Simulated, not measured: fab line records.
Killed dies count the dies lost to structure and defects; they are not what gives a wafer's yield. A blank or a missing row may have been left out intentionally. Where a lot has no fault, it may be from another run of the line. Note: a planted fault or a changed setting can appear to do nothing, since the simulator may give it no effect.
fab line records || flow nand-harc
record {"lots": 6, "wafers": 18, "last-day": 34}
route steps=1302 shown A_ONON_D1@428 END@1302
lots with no fault: from the same line, run without faults
start-h: hours from the record's first day to the start of the lot's first wafer shown || wait-h: hours elapsed since this lot's preceding step || " identical to the entry in the row above || L1.1+2: one row covering several wafers at once || - value missing, or start not given || * or withheld: withheld || < > ~ a bound
route shown NAME@n: a module of which the file shows steps, and the number in the route of the first || usual: mean and standard deviation over wafers with no fault || same: alike in all rows || chamber/n: place in a boat || sites: each site's reading || _std_site: the values' standard deviation || _edge_site: inner sites' mean taken away from outer sites' mean || radius-mm: how far each site lies from the wafer's centre || mask NAME#n: copy n || behind: the tool/chamber that last shaped the wafer || hold: cause of the lot's hold/its duration in hours/its outcome || device: names the non-switching transistor (n, p or np) || end of line: tests of these same wafers at the route's end || step lacking rows: just its recipe || killed: dies lost to structure and defects at the first sort, not the wafer's yield || map: shows each die of a wafer: x if killed, . if not, _ if none is there
set.NAME: the run value of the setting; set.NAME@STEP: its run value at that earlier step || model.NAME: the simulator's own value behind a step, which no gauge read
lots seen at some steps along the route; tables by step, rows by wafer
services: from which hour (start-h, from the record's first day; less than 0 if before it) a tool's chamber was out of use, for how many hours, and why
## steps
# step NHARC_A_ONON_D1_DEP_06
# recipe {"target-thk-a": 10000, "n2-flow-sccm": 2750, "n2o-flow-sccm": 2000, "nh3-flow-sccm": 500, "sih4-flow-sccm": 210, "temp-c": 400}
# step NHARC_A_ONON_D1_THK_MEAS_08
# recipe {"thk-meas-gauge": "ellipsometry"}
# usual {"thk-nm": "1000/9.4"}
{"lot.wafer": "L949.3", "tool": "film-metro-02", "chamber": "-", "start-h": 224.65, "wait-h": "-", "thk-nm": 1007}
{"lot.wafer": "L949.4", "tool": "film-metro-02", "chamber": "-", "start-h": 224.65, "wait-h": "-", "thk-nm": 1006}
{"lot.wafer": "L949.6", "tool": "film-metro-02", "chamber": "-", "start-h": 224.65, "wait-h": "-", "thk-nm": 1005}
{"lot.wafer": "L950.1", "tool": "film-metro-02", "chamber": "-", "start-h": 241.54, "wait-h": "-", "thk-nm": 991}
{"lot.wafer": "L950.5", "tool": "film-metro-02", "chamber": "-", "start-h": 241.54, "wait-h": "-", "thk-nm": 988}
{"lot.wafer": "L950.6", "tool": "film-metro-02", "chamber": "-", "start-h": 241.54, "wait-h": "-", "thk-nm": 989}
{"lot.wafer": "L951.1", "tool": "film-metro-01", "chamber": "-", "start-h": 252.99, "wait-h": "-", "thk-nm": 1007}
{"lot.wafer": "L951.4", "tool": "film-metro-01", "chamber": "-", "start-h": 252.99, "wait-h": "-", "thk-nm": 1006}
{"lot.wafer": "L951.5", "tool": "film-metro-01", "chamber": "-", "start-h": 252.99, "wait-h": "-", "thk-nm": 1006}
{"lot.wafer": "L959.2", "tool": "film-metro-01", "chamber": "-", "start-h": 334.99, "wait-h": "-", "thk-nm": 989}
{"lot.wafer": "L959.4", "tool": "film-metro-01", "chamber": "-", "start-h": 334.99, "wait-h": "-", "thk-nm": 989}
{"lot.wafer": "L959.6", "tool": "film-metro-01", "chamber": "-", "start-h": 334.99, "wait-h": "-", "thk-nm": 991}
{"lot.wafer": "L961.1", "tool": "film-metro-01", "chamber": "-", "start-h": 350.06, "wait-h": "-", "thk-nm": 1000}
{"lot.wafer": "L961.2", "tool": "film-metro-01", "chamber": "-", "start-h": 350.06, "wait-h": "-", "thk-nm": 999}
{"lot.wafer": "L961.6", "tool": "film-metro-01", "chamber": "-", "start-h": 350.06, "wait-h": "-", "thk-nm": 999}
{"lot.wafer": "L965.1", "tool": "film-metro-02", "chamber": "-", "start-h": 401.70, "wait-h": "-", "thk-nm": 1010}
{"lot.wafer": "L965.2", "tool": "film-metro-02", "chamber": "-", "start-h": 401.70, "wait-h": "-", "thk-nm": 1008}
{"lot.wafer": "L965.6", "tool": "film-metro-02", "chamber": "-", "start-h": 401.70, "wait-h": "-", "thk-nm": 1009}
# step NHARC_A_ONON_D1_DEP_09
# recipe {"target-thk-a": 10000, "n2-flow-sccm": 2750, "n2o-flow-sccm": 2000, "nh3-flow-sccm": 500, "sih4-flow-sccm": 210, "temp-c": 400}
# step NHARC_A_ONON_D1_THK_MEAS_11
# recipe {"thk-meas-gauge": "ellipsometry"}
# usual {"thk-nm": "1000/12"}
{"lot.wafer": "L949.3", "tool": "film-metro-01", "chamber": "-", "start-h": 225.21, "wait-h": "-", "thk-nm": 999}
{"lot.wafer": "L949.4", "tool": "film-metro-01", "chamber": "-", "start-h": 225.21, "wait-h": "-", "thk-nm": 1001}
{"lot.wafer": "L949.6", "tool": "film-metro-01", "chamber": "-", "start-h": 225.21, "wait-h": "-", "thk-nm": 997}
{"lot.wafer": "L950.1", "tool": "film-metro-01", "chamber": "-", "start-h": 242.11, "wait-h": "-", "thk-nm": 981}
{"lot.wafer": "L950.5", "tool": "film-metro-01", "chamber": "-", "start-h": 242.11, "wait-h": "-", "thk-nm": 979}
{"lot.wafer": "L950.6", "tool": "film-metro-01", "chamber": "-", "start-h": 242.11, "wait-h": "-", "thk-nm": 980}
{"lot.wafer": "L951.1", "tool": "film-metro-01", "chamber": "-", "start-h": 253.55, "wait-h": "-", "thk-nm": 1010}
{"lot.wafer": "L951.4", "tool": "film-metro-01", "chamber": "-", "start-h": 253.55, "wait-h": "-", "thk-nm": 1011}
{"lot.wafer": "L951.5", "tool": "film-metro-01", "chamber": "-", "start-h": 253.55, "wait-h": "-", "thk-nm": 1013}
{"lot.wafer": "L959.2", "tool": "film-metro-02", "chamber": "-", "start-h": 335.58, "wait-h": "-", "thk-nm": 992}
{"lot.wafer": "L959.4", "tool": "film-metro-02", "chamber": "-", "start-h": 335.58, "wait-h": "-", "thk-nm": 993}
{"lot.wafer": "L959.6", "tool": "film-metro-02", "chamber": "-", "start-h": 335.58, "wait-h": "-", "thk-nm": 992}
{"lot.wafer": "L961.1", "tool": "film-metro-02", "chamber": "-", "start-h": 350.62, "wait-h": "-", "thk-nm": 996}
{"lot.wafer": "L961.2", "tool": "film-metro-02", "chamber": "-", "start-h": 350.62, "wait-h": "-", "thk-nm": 997}
{"lot.wafer": "L961.6", "tool": "film-metro-02", "chamber": "-", "start-h": 350.62, "wait-h": "-", "thk-nm": 996}
{"lot.wafer": "L965.1", "tool": "film-metro-02", "chamber": "-", "start-h": 402.26, "wait-h": "-", "thk-nm": 982}
{"lot.wafer": "L965.2", "tool": "film-metro-02", "chamber": "-", "start-h": 402.26, "wait-h": "-", "thk-nm": 981}
{"lot.wafer": "L965.6", "tool": "film-metro-02", "chamber": "-", "start-h": 402.26, "wait-h": "-", "thk-nm": 983}
# step NHARC_A_ONON_D1_DEP_12
# recipe {"target-thk-a": 10000, "n2-flow-sccm": 2750, "n2o-flow-sccm": 2000, "nh3-flow-sccm": 500, "sih4-flow-sccm": 210, "temp-c": 400}
# step NHARC_A_ONON_D1_THK_MEAS_14
# recipe {"thk-meas-gauge": "ellipsometry"}
# usual {"thk-nm": "1001/11"}
{"lot.wafer": "L949.3", "tool": "film-metro-02", "chamber": "-", "start-h": 225.78, "wait-h": "-", "thk-nm": 1002}
{"lot.wafer": "L949.4", "tool": "film-metro-02", "chamber": "-", "start-h": 225.78, "wait-h": "-", "thk-nm": 1002}
{"lot.wafer": "L949.6", "tool": "film-metro-02", "chamber": "-", "start-h": 225.78, "wait-h": "-", "thk-nm": 1002}
{"lot.wafer": "L950.1", "tool": "film-metro-02", "chamber": "-", "start-h": 242.67, "wait-h": "-", "thk-nm": 1000}
{"lot.wafer": "L950.5", "tool": "film-metro-02", "chamber": "-", "start-h": 242.67, "wait-h": "-", "thk-nm": 997}
{"lot.wafer": "L950.6", "tool": "film-metro-02", "chamber": "-", "start-h": 242.67, "wait-h": "-", "thk-nm": 1000}
{"lot.wafer": "L951.1", "tool": "film-metro-02", "chamber": "-", "start-h": 254.12, "wait-h": "-", "thk-nm": 1003}
{"lot.wafer": "L951.4", "tool": "film-metro-02", "chamber": "-", "start-h": 254.12, "wait-h": "-", "thk-nm": 1002}
{"lot.wafer": "L951.5", "tool": "film-metro-02", "chamber": "-", "start-h": 254.12, "wait-h": "-", "thk-nm": 1005}
{"lot.wafer": "L959.2", "tool": "film-metro-01", "chamber": "-", "start-h": 336.15, "wait-h": "-", "thk-nm": 983}
{"lot.wafer": "L959.4", "tool": "film-metro-01", "chamber": "-", "start-h": 336.15, "wait-h": "-", "thk-nm": 984}
{"lot.wafer": "L959.6", "tool": "film-metro-01", "chamber": "-", "start-h": 336.15, "wait-h": "-", "thk-nm": 982}
{"lot.wafer": "L961.1", "tool": "film-metro-01", "chamber": "-", "start-h": 351.19, "wait-h": "-", "thk-nm": 1001}
{"lot.wafer": "L961.2", "tool": "film-metro-01", "chamber": "-", "start-h": 351.19, "wait-h": "-", "thk-nm": 1002}
{"lot.wafer": "L961.6", "tool": "film-metro-01", "chamber": "-", "start-h": 351.19, "wait-h": "-", "thk-nm": 1000}
{"lot.wafer": "L965.1", "tool": "film-metro-02", "chamber": "-", "start-h": 402.84, "wait-h": "-", "thk-nm": 1007}
{"lot.wafer": "L965.2", "tool": "film-metro-02", "chamber": "-", "start-h": 402.84, "wait-h": "-", "thk-nm": 1007}
{"lot.wafer": "L965.6", "tool": "film-metro-02", "chamber": "-", "start-h": 402.84, "wait-h": "-", "thk-nm": 1008}
# step NHARC_A_ONON_D1_ANNEAL_15
# recipe {"temp-c": 750, "time-s": 3600}
# step NHARC_A_ONON_D1_DEP_16
# recipe {"target-thk-a": 10000, "n2-flow-sccm": 2750, "n2o-flow-sccm": 2000, "nh3-flow-sccm": 500, "sih4-flow-sccm": 210, "temp-c": 400}
# step NHARC_A_ONON_D1_THK_MEAS_18
# recipe {"thk-meas-gauge": "ellipsometry"}
# usual {"thk-nm": "1001/9.5"}
{"lot.wafer": "L949.3", "tool": "film-metro-01", "chamber": "-", "start-h": 233.54, "wait-h": "-", "thk-nm": 1018}
{"lot.wafer": "L949.4", "tool": "film-metro-01", "chamber": "-", "start-h": 233.54, "wait-h": "-", "thk-nm": 1018}
{"lot.wafer": "L949.6", "tool": "film-metro-01", "chamber": "-", "start-h": 233.54, "wait-h": "-", "thk-nm": 1018}
{"lot.wafer": "L950.1", "tool": "film-metro-01", "chamber": "-", "start-h": 250.70, "wait-h": "-", "thk-nm": 979}
{"lot.wafer": "L950.5", "tool": "film-metro-01", "chamber": "-", "start-h": 250.70, "wait-h": "-", "thk-nm": 978}
{"lot.wafer": "L950.6", "tool": "film-metro-01", "chamber": "-", "start-h": 250.70, "wait-h": "-", "thk-nm": 977}
{"lot.wafer": "L951.1", "tool": "film-metro-01", "chamber": "-", "start-h": 261.96, "wait-h": "-", "thk-nm": 998}
{"lot.wafer": "L951.4", "tool": "film-metro-01", "chamber": "-", "start-h": 261.96, "wait-h": "-", "thk-nm": 998}
{"lot.wafer": "L951.5", "tool": "film-metro-01", "chamber": "-", "start-h": 261.96, "wait-h": "-", "thk-nm": 998}
{"lot.wafer": "L959.2", "tool": "film-metro-01", "chamber": "-", "start-h": 344.50, "wait-h": "-", "thk-nm": 1004}
{"lot.wafer": "L959.4", "tool": "film-metro-01", "chamber": "-", "start-h": 344.50, "wait-h": "-", "thk-nm": 1003}
{"lot.wafer": "L959.6", "tool": "film-metro-01", "chamber": "-", "start-h": 344.50, "wait-h": "-", "thk-nm": 1005}
{"lot.wafer": "L961.1", "tool": "film-metro-01", "chamber": "-", "start-h": 359.02, "wait-h": "-", "thk-nm": 999}
{"lot.wafer": "L961.2", "tool": "film-metro-01", "chamber": "-", "start-h": 359.02, "wait-h": "-", "thk-nm": 999}
{"lot.wafer": "L961.6", "tool": "film-metro-01", "chamber": "-", "start-h": 359.02, "wait-h": "-", "thk-nm": 1000}
{"lot.wafer": "L965.1", "tool": "film-metro-01", "chamber": "-", "start-h": 410.66, "wait-h": "-", "thk-nm": 999}
{"lot.wafer": "L965.2", "tool": "film-metro-01", "chamber": "-", "start-h": 410.66, "wait-h": "-", "thk-nm": 997}
{"lot.wafer": "L965.6", "tool": "film-metro-01", "chamber": "-", "start-h": 410.66, "wait-h": "-", "thk-nm": 998}
# step NHARC_A_ONON_D1_DEP_19
# recipe {"target-thk-a": 10000, "n2-flow-sccm": 2750, "n2o-flow-sccm": 2000, "nh3-flow-sccm": 500, "sih4-flow-sccm": 210, "temp-c": 400}
# step NHARC_A_ONON_D1_THK_MEAS_21
# recipe {"thk-meas-gauge": "ellipsometry"}
# usual {"thk-nm": "1000/9.8"}
{"lot.wafer": "L949.3", "tool": "film-metro-01", "chamber": "-", "start-h": 234.11, "wait-h": "-", "thk-nm": 982}
{"lot.wafer": "L949.4", "tool": "film-metro-01", "chamber": "-", "start-h": 234.11, "wait-h": "-", "thk-nm": 981}
{"lot.wafer": "L949.6", "tool": "film-metro-01", "chamber": "-", "start-h": 234.11, "wait-h": "-", "thk-nm": 984}
{"lot.wafer": "L950.1", "tool": "film-metro-01", "chamber": "-", "start-h": 251.27, "wait-h": "-", "thk-nm": 1006}
{"lot.wafer": "L950.5", "tool": "film-metro-01", "chamber": "-", "start-h": 251.27, "wait-h": "-", "thk-nm": 1006}
{"lot.wafer": "L950.6", "tool": "film-metro-01", "chamber": "-", "start-h": 251.27, "wait-h": "-", "thk-nm": 1004}
{"lot.wafer": "L951.1", "tool": "film-metro-01", "chamber": "-", "start-h": 262.53, "wait-h": "-", "thk-nm": 1012}
{"lot.wafer": "L951.4", "tool": "film-metro-01", "chamber": "-", "start-h": 262.53, "wait-h": "-", "thk-nm": 1012}
{"lot.wafer": "L951.5", "tool": "film-metro-01", "chamber": "-", "start-h": 262.53, "wait-h": "-", "thk-nm": 1012}
{"lot.wafer": "L959.2", "tool": "film-metro-02", "chamber": "-", "start-h": 345.07, "wait-h": "-", "thk-nm": 1013}
{"lot.wafer": "L959.4", "tool": "film-metro-02", "chamber": "-", "start-h": 345.07, "wait-h": "-", "thk-nm": 1013}
{"lot.wafer": "L959.6", "tool": "film-metro-02", "chamber": "-", "start-h": 345.07, "wait-h": "-", "thk-nm": 1014}
{"lot.wafer": "L961.1", "tool": "film-metro-01", "chamber": "-", "start-h": 359.58, "wait-h": "-", "thk-nm": 1012}
{"lot.wafer": "L961.2", "tool": "film-metro-01", "chamber": "-", "start-h": 359.58, "wait-h": "-", "thk-nm": 1013}
{"lot.wafer": "L961.6", "tool": "film-metro-01", "chamber": "-", "start-h": 359.58, "wait-h": "-", "thk-nm": 1012}
{"lot.wafer": "L965.1", "tool": "film-metro-01", "chamber": "-", "start-h": 411.23, "wait-h": "-", "thk-nm": 1010}
{"lot.wafer": "L965.2", "tool": "film-metro-01", "chamber": "-", "start-h": 411.23, "wait-h": "-", "thk-nm": 1009}
{"lot.wafer": "L965.6", "tool": "film-metro-01", "chamber": "-", "start-h": 411.23, "wait-h": "-", "thk-nm": 1010}
# step NHARC_A_ONON_D1_DEP_22
# recipe {"target-thk-a": 10000, "n2-flow-sccm": 2750, "n2o-flow-sccm": 2000, "nh3-flow-sccm": 500, "sih4-flow-sccm": 210, "temp-c": 400}
# usual {"n2-flow-sccm": "2750/8.5", "n2o-flow-sccm": "2001/5.7", "nh3-flow-sccm": "499.7/1.4", "sih4-flow-sccm": "209.9/0.6"}
{"lot.wafer": "L949.3", "tool": "pecvd-onon-01", "chamber": 0, "start-h": 234.28, "wait-h": 0.2, "n2-flow-sccm": 2758, "n2o-flow-sccm": 2003, "nh3-flow-sccm": 497.5, "sih4-flow-sccm": 209.7}
{"lot.wafer": "L949.4", "tool": "pecvd-onon-01", "chamber": 0, "start-h": 234.28, "wait-h": 0.2, "n2-flow-sccm": 2761, "n2o-flow-sccm": 2005, "nh3-flow-sccm": 500.6, "sih4-flow-sccm": 210.4}
{"lot.wafer": "L949.6", "tool": "pecvd-onon-01", "chamber": 0, "start-h": 234.28, "wait-h": 0.2, "n2-flow-sccm": 2745, "n2o-flow-sccm": 2000, "nh3-flow-sccm": 498.7, "sih4-flow-sccm": 209.6}
{"lot.wafer": "L950.1", "tool": "pecvd-onon-03", "chamber": "-", "start-h": 251.33, "wait-h": 0.1, "n2-flow-sccm": "-", "n2o-flow-sccm": "-", "nh3-flow-sccm": "-", "sih4-flow-sccm": "-"}
{"lot.wafer": "L950.5", "tool": "pecvd-onon-03", "chamber": "-", "start-h": 251.33, "wait-h": 0.1, "n2-flow-sccm": "-", "n2o-flow-sccm": "-", "nh3-flow-sccm": "-", "sih4-flow-sccm": "-"}
{"lot.wafer": "L950.6", "tool": "pecvd-onon-03", "chamber": "-", "start-h": 251.33, "wait-h": 0.1, "n2-flow-sccm": "-", "n2o-flow-sccm": "-", "nh3-flow-sccm": "-", "sih4-flow-sccm": "-"}
{"lot.wafer": "L951.1", "tool": "pecvd-onon-03", "chamber": "-", "start-h": 262.58, "wait-h": 0.1, "n2-flow-sccm": "-", "n2o-flow-sccm": "-", "nh3-flow-sccm": "-", "sih4-flow-sccm": "-"}
{"lot.wafer": "L951.4", "tool": "pecvd-onon-03", "chamber": "-", "start-h": 262.58, "wait-h": 0.1, "n2-flow-sccm": "-", "n2o-flow-sccm": "-", "nh3-flow-sccm": "-", "sih4-flow-sccm": "-"}
{"lot.wafer": "L951.5", "tool": "pecvd-onon-03", "chamber": "-", "start-h": 262.58, "wait-h": 0.1, "n2-flow-sccm": "-", "n2o-flow-sccm": "-", "nh3-flow-sccm": "-", "sih4-flow-sccm": "-"}
{"lot.wafer": "L959.2", "tool": "pecvd-onon-03", "chamber": 0, "start-h": 345.19, "wait-h": 0.1, "n2-flow-sccm": 2765, "n2o-flow-sccm": 1999, "nh3-flow-sccm": 500.1, "sih4-flow-sccm": 209.4}
{"lot.wafer": "L959.4", "tool": "pecvd-onon-03", "chamber": 0, "start-h": 345.19, "wait-h": 0.1, "n2-flow-sccm": 2755, "n2o-flow-sccm": 2006, "nh3-flow-sccm": 499.3, "sih4-flow-sccm": 209.4}
{"lot.wafer": "L959.6", "tool": "pecvd-onon-03", "chamber": 0, "start-h": 345.19, "wait-h": 0.1, "n2-flow-sccm": 2751, "n2o-flow-sccm": 2010, "nh3-flow-sccm": 499.5, "sih4-flow-sccm": 209.9}
{"lot.wafer": "L961.1", "tool": "pecvd-onon-04", "chamber": 0, "start-h": 359.64, "wait-h": 0.1, "n2-flow-sccm": 2740, "n2o-flow-sccm": 1999, "nh3-flow-sccm": 499.1, "sih4-flow-sccm": 210.2}
{"lot.wafer": "L961.2", "tool": "pecvd-onon-04", "chamber": 0, "start-h": 359.64, "wait-h": 0.1, "n2-flow-sccm": 2745, "n2o-flow-sccm": 2000, "nh3-flow-sccm": 498.9, "sih4-flow-sccm": 210.2}
{"lot.wafer": "L961.6", "tool": "pecvd-onon-04", "chamber": 0, "start-h": 359.64, "wait-h": 0.1, "n2-flow-sccm": 2767, "n2o-flow-sccm": 2000, "nh3-flow-sccm": 500.2, "sih4-flow-sccm": 211.1}
{"lot.wafer": "L965.1", "tool": "pecvd-onon-01", "chamber": 0, "start-h": 411.28, "wait-h": 0.1, "n2-flow-sccm": 2733, "n2o-flow-sccm": 1997, "nh3-flow-sccm": 502.3, "sih4-flow-sccm": 210.2}
{"lot.wafer": "L965.2", "tool": "pecvd-onon-01", "chamber": 0, "start-h": 411.28, "wait-h": 0.1, "n2-flow-sccm": 2743, "n2o-flow-sccm": 2004, "nh3-flow-sccm": 499.1, "sih4-flow-sccm": 209.7}
{"lot.wafer": "L965.6", "tool": "pecvd-onon-01", "chamber": 0, "start-h": 411.28, "wait-h": 0.1, "n2-flow-sccm": 2745, "n2o-flow-sccm": 2004, "nh3-flow-sccm": 500.8, "sih4-flow-sccm": 209.0}
# step NHARC_END_SORT_01
# recipe {"temp-c": 25}
# usual {"killed-at-array": "53/18", "killed-at-other": "1.0/1.2", "killed-at-periphery": "3.6/2.4", "killed-dies": "58/18", "killed-open": "3.4/1.8", "killed-short": "2.3/1.5"}
# same {"gross-dies": 677}
{"lot.wafer": "L950.1", "tool": "prober-02", "chamber": 0, "start-h": 643.87, "wait-h": 2.5, "killed-at-array": 673, "killed-at-other": 0, "killed-at-periphery": 4, "killed-dies": 677, "killed-open": 4, "killed-short": 2}
{"lot.wafer": "L950.5", "tool": "prober-02", "chamber": 0, "start-h": 647.04, "wait-h": 3.7, "killed-at-array": 673, "killed-at-other": 1, "killed-at-periphery": 3, "killed-dies": 677, "killed-open": 4, "killed-short": 5}
{"lot.wafer": "L950.6", "tool": "prober-02", "chamber": 0, "start-h": 647.84, "wait-h": 4.0, "killed-at-array": 674, "killed-at-other": 1, "killed-at-periphery": 2, "killed-dies": 677, "killed-open": 3, "killed-short": 1}
{"lot.wafer": "L951.1", "tool": "prober-02", "chamber": 0, "start-h": 651.62, "wait-h": 2.5, "killed-at-array": 672, "killed-at-other": 0, "killed-at-periphery": 5, "killed-dies": 677, "killed-open": 3, "killed-short": 0}
{"lot.wafer": "L951.4", "tool": "prober-02", "chamber": 0, "start-h": 653.99, "wait-h": 3.4, "killed-at-array": 667, "killed-at-other": 0, "killed-at-periphery": 10, "killed-dies": 677, "killed-open": 4, "killed-short": 3}
{"lot.wafer": "L951.5", "tool": "prober-02", "chamber": 0, "start-h": 654.78, "wait-h": 3.7, "killed-at-array": 674, "killed-at-other": 0, "killed-at-periphery": 3, "killed-dies": 677, "killed-open": 2, "killed-short": 4}
# killed by level:class
L950.1 A_ONON_D1:area-dep=614 A_CHANNEL_HOLE_D2:chamber-film-flake=35 A_CHANNEL_HOLE_D1:chamber-film-flake=6 A_DECK1_JOINT:chamber-film-flake=4 A_CONTACT:chamber-film-flake=4 A_WL_FILL:chamber-film-flake=3 P_CONTACT:geometric-particle:open=2 A_ZERO_WELL:chamber-film-flake=2
L950.5 A_ONON_D1:area-dep=621 A_CHANNEL_HOLE_D2:chamber-film-flake=32 A_CONTACT:chamber-film-flake=3 A_CHANNEL_HOLE_D1:geometric-particle:short=2 P_GATE:chamber-film-flake=2 A_STAIRCASE:chamber-film-flake=2 A_WL_FILL:chamber-film-flake=2 P_BONDPAD:geometric-particle:open=1
L950.6 A_ONON_D1:area-dep=622 A_CHANNEL_HOLE_D2:chamber-film-flake=33 A_CHANNEL_HOLE_D1:chamber-film-flake=4 A_SLIT:chamber-film-flake=3 A_STAIRCASE:chamber-film-flake=3 A_CONTACT:chamber-film-flake=3 A_WL_FILL:chamber-film-flake=2 A_CHANNEL_HOLE_D1:geometric-particle:open=1
L951.1 A_ONON_D1:area-dep=633 A_SLIT:chamber-film-flake=20 A_CHANNEL_HOLE_D2:chamber-film-flake=12 P_ZERO_WELL:chamber-film-flake=2 A_DECK1_JOINT:chamber-film-flake=2 A_CONTACT:chamber-film-flake=2 P_GATE:geometric-particle:open=1 A_SGD_CUT:geometric-particle:open=1
L951.4 A_ONON_D1:area-dep=626 A_SLIT:chamber-film-flake=16 A_CHANNEL_HOLE_D2:chamber-film-flake=8 A_CONTACT:chamber-film-flake=5 A_CHANNEL_HOLE_D1:chamber-film-flake=4 P_CONTACT:chamber-film-flake=3 P_M2:chamber-film-flake=3 A_DECK1_JOINT:chamber-film-flake=2
L951.5 A_ONON_D1:area-dep=640 A_SLIT:chamber-film-flake=16 A_CHANNEL_HOLE_D2:chamber-film-flake=8 A_ONON_D2:geometric-particle:short=2 P_CONTACT:chamber-film-flake=2 A_DECK1_JOINT:chamber-film-flake=2 A_ONON_D1:geometric-particle:short=1 A_WL_FILL:geometric-particle:short=1
# map L950.1 (x killed, . not)
____________x____________
_________xxxxxxx_________
_______xxxxxxxxxxx_______
______xxxxxxxxxxxxx______
_____xxxxxxxxxxxxxxx_____
____xxxxxxxxxxxxxxxxx____
____xxxxxxxxxxxxxxxxx____
___xxxxxxxxxxxxxxxxxxx___
___xxxxxxxxxxxxxxxxxxx___
__xxxxxxxxxxxxxxxxxxxxx__
__xxxxxxxxxxxxxxxxxxxxx__
_xxxxxxxxxxxxxxxxxxxxxxx_
_xxxxxxxxxxxxxxxxxxxxxxx_
_xxxxxxxxxxxxxxxxxxxxxxx_
_xxxxxxxxxxxxxxxxxxxxxxx_
_xxxxxxxxxxxxxxxxxxxxxxx_
xxxxxxxxxxxxxxxxxxxxxxxxx
xxxxxxxxxxxxxxxxxxxxxxxxx
xxxxxxxxxxxxxxxxxxxxxxxxx
xxxxxxxxxxxxxxxxxxxxxxxxx
xxxxxxxxxxxxxxxxxxxxxxxxx
_xxxxxxxxxxxxxxxxxxxxxxx_
_xxxxxxxxxxxxxxxxxxxxxxx_
_xxxxxxxxxxxxxxxxxxxxxxx_
_xxxxxxxxxxxxxxxxxxxxxxx_
_xxxxxxxxxxxxxxxxxxxxxxx_
__xxxxxxxxxxxxxxxxxxxxx__
__xxxxxxxxxxxxxxxxxxxxx__
___xxxxxxxxxxxxxxxxxxx___
___xxxxxxxxxxxxxxxxxxx___
____xxxxxxxxxxxxxxxxx____
____xxxxxxxxxxxxxxxxx____
_____xxxxxxxxxxxxxxx_____
______xxxxxxxxxxxxx______
_______xxxxxxxxxxx_______
_________xxxxxxx_________
____________x____________
# map L951.1 (x killed, . not)
____________x____________
_________xxxxxxx_________
_______xxxxxxxxxxx_______
______xxxxxxxxxxxxx______
_____xxxxxxxxxxxxxxx_____
____xxxxxxxxxxxxxxxxx____
____xxxxxxxxxxxxxxxxx____
___xxxxxxxxxxxxxxxxxxx___
___xxxxxxxxxxxxxxxxxxx___
__xxxxxxxxxxxxxxxxxxxxx__
__xxxxxxxxxxxxxxxxxxxxx__
_xxxxxxxxxxxxxxxxxxxxxxx_
_xxxxxxxxxxxxxxxxxxxxxxx_
_xxxxxxxxxxxxxxxxxxxxxxx_
_xxxxxxxxxxxxxxxxxxxxxxx_
_xxxxxxxxxxxxxxxxxxxxxxx_
xxxxxxxxxxxxxxxxxxxxxxxxx
xxxxxxxxxxxxxxxxxxxxxxxxx
xxxxxxxxxxxxxxxxxxxxxxxxx
xxxxxxxxxxxxxxxxxxxxxxxxx
xxxxxxxxxxxxxxxxxxxxxxxxx
_xxxxxxxxxxxxxxxxxxxxxxx_
_xxxxxxxxxxxxxxxxxxxxxxx_
_xxxxxxxxxxxxxxxxxxxxxxx_
_xxxxxxxxxxxxxxxxxxxxxxx_
_xxxxxxxxxxxxxxxxxxxxxxx_
__xxxxxxxxxxxxxxxxxxxxx__
__xxxxxxxxxxxxxxxxxxxxx__
___xxxxxxxxxxxxxxxxxxx___
___xxxxxxxxxxxxxxxxxxx___
____xxxxxxxxxxxxxxxxx____
____xxxxxxxxxxxxxxxxx____
_____xxxxxxxxxxxxxxx_____
______xxxxxxxxxxxxx______
_______xxxxxxxxxxx_______
_________xxxxxxx_________
____________x____________
## services
{"tool": "pecvd-onon-03", "chamber": "-", "start-h": 227.00, "hours": 13.0, "kind": "pm"}
{"tool": "pecvd-onon-01", "chamber": "-", "start-h": 269.52, "hours": 13.0, "kind": "pm"}
{"tool": "pecvd-onon-04", "chamber": "-", "start-h": 311.10, "hours": 13.0, "kind": "pm"}
{"tool": "pecvd-onon-03", "chamber": "-", "start-h": 408.00, "hours": 13.0, "kind": "pm"}
## key
first-sign {"step": "NHARC_A_ONON_D1_DEP_22", "reading": "tool-record", "direction": "missing"}
effect {"step": "NHARC_END_SORT_01", "reading": "killed-at-array", "direction": "up", "sigmas": 35, "usual": 53, "struck": 672}
more-kills-born-at {"NHARC_A_ONON_D1_DEP_22@pecvd-onon-03": 3756}
met-at NHARC_A_ONON_D1_DEP_22
struck-wafers L950.1,L950.5,L950.6,L951.1,L951.4,L951.5
later-rows-left-out L950.1,L950.5,L950.6,L951.1,L951.4,L951.5
tester-left-out L950,L951
fault {"kind": "skipped-step-whole", "tool": "pecvd-onon-03", "chamber": "-", "onset-h": 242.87, "steps": "NHARC_A_ONON_D1_DEP_22", "scope": "struck-lots-only"}
# tester-left-out: of these lots the tester's yield and bins aren't shown, on N5 and GAA mostly nor the transistor test; their killed dies are dies lost to structure and defects alone, not to doping, threshold or leakage, so they don't give the yield
# later-rows-left-out: the simulator's readings of these wafers behind a module that went badly wrong aren't trusted and aren't shown, but for the sort
